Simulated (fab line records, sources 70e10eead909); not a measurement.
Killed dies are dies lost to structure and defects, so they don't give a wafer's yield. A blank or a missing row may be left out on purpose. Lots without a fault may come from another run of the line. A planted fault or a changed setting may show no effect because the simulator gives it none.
Chamber matching | flow nand_harc | NHARC_P_M2_STRIP_18 on rie_diel-07: 4 sister chambers
The step strips in N2/H2. 16 wafers are shown with their chamber, then 8 later ones without.

WAFERS WITH THEIR CHAMBER
wafer  | chamber | oes_product_au (a.u.) | rf_vpp_V (V) | chamber_pressure_mTorr (mTorr)
L074.1 | 3       | 0.998                 | 91.7         | 30.011
L074.2 | 2       | 1.014                 | 91.4         | 30.036
L074.3 | 0       | 0.991                 | 90.5         | 29.971
L076.1 | 2       | 1.006                 | 91.1         | 29.974
L076.5 | 2       | 1.006                 | 92.2         | 30.020
L076.6 | 3       | 1.000                 | 92.0         | 30.012
L079.1 | 1       | 1.005                 | 90.1         | 29.910
L079.5 | 0       | 1.000                 | 90.6         | 30.006
L079.6 | 3       | 1.005                 | 90.9         | 29.998
L082.2 | 0       | 1.000                 | 91.3         | 29.937
L082.3 | 3       | 1.016                 | 89.1         | 30.004
L082.5 | 1       | 1.011                 | 90.1         | 30.029
L083.1 | 3       | 0.998                 | 91.1         | 29.986
L083.2 | 0       | 1.004                 | 89.9         | 29.965
L083.4 | 1       | 1.005                 | 91.0         | 29.961
L087.1 | 2       | 1.024                 | 91.6         | 29.980

SIGNATURES (means of the wafers above)
reading                | chamber 0 | chamber 1 | chamber 2 | chamber 3 | scatter within a chamber
oes_product_au         | 0.99875   | 1.00700   | 1.01250   | 1.00340   | 0.00686
rf_vpp_V               | 90.575    | 90.400    | 91.575    | 90.960    | 0.779
chamber_pressure_mTorr | 29.96975  | 29.96667  | 30.00250  | 30.00220  | 0.0326
Rule: a wafer's distance from a chamber is the root of the sum, over the readings, of the square of ((its reading less the chamber's mean) divided by the reading's scatter). The wafer belongs to the nearest chamber; if the next one is less than 2 further off, it can't be placed. The scatter: the root of (the sum of the squares of (reading less its chamber's mean) over the shown wafers, divided by (wafers less chambers)).

WAFERS WITHOUT THEIR CHAMBER
wafer  | oes_product_au (a.u.) | rf_vpp_V (V) | chamber_pressure_mTorr (mTorr)
L087.2 | 1.005                 | 90.4         | 30.039
L087.3 | 0.997                 | 89.0         | 29.971
L093.1 | 1.012                 | 91.0         | 29.993
L093.4 | 0.991                 | 90.4         | 30.023
L093.5 | 0.994                 | 90.0         | 30.019
L097.1 | 1.000                 | 92.4         | 29.936
L097.2 | 1.018                 | 90.9         | 30.018
L097.4 | 1.006                 | 93.0         | 30.006

WHICH CHAMBER EACH WENT THROUGH
wafer  | from the rows above               | in truth
L087.2 | can't be placed: 3 or 2 or 1 or 0 | 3
L087.3 | can't be placed: 0 or 1 or 3      | 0
L093.1 | can't be placed: 2 or 3 or 1 or 0 | 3
L093.4 | can't be placed: 0 or 3 or 1 or 2 | 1
L093.5 | can't be placed: 0 or 3 or 1 or 2 | 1
L097.1 | can't be placed: 0 or 3 or 1 or 2 | 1
L097.2 | can't be placed: 2 or 3 or 1 or 0 | 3
L097.4 | can't be placed: 2 or 3 or 0 or 1 | 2
Placed correctly: 0 of 8. Can't be placed from these rows: 8 (the true chamber is among the candidates in 8). Placed wrongly: 0.
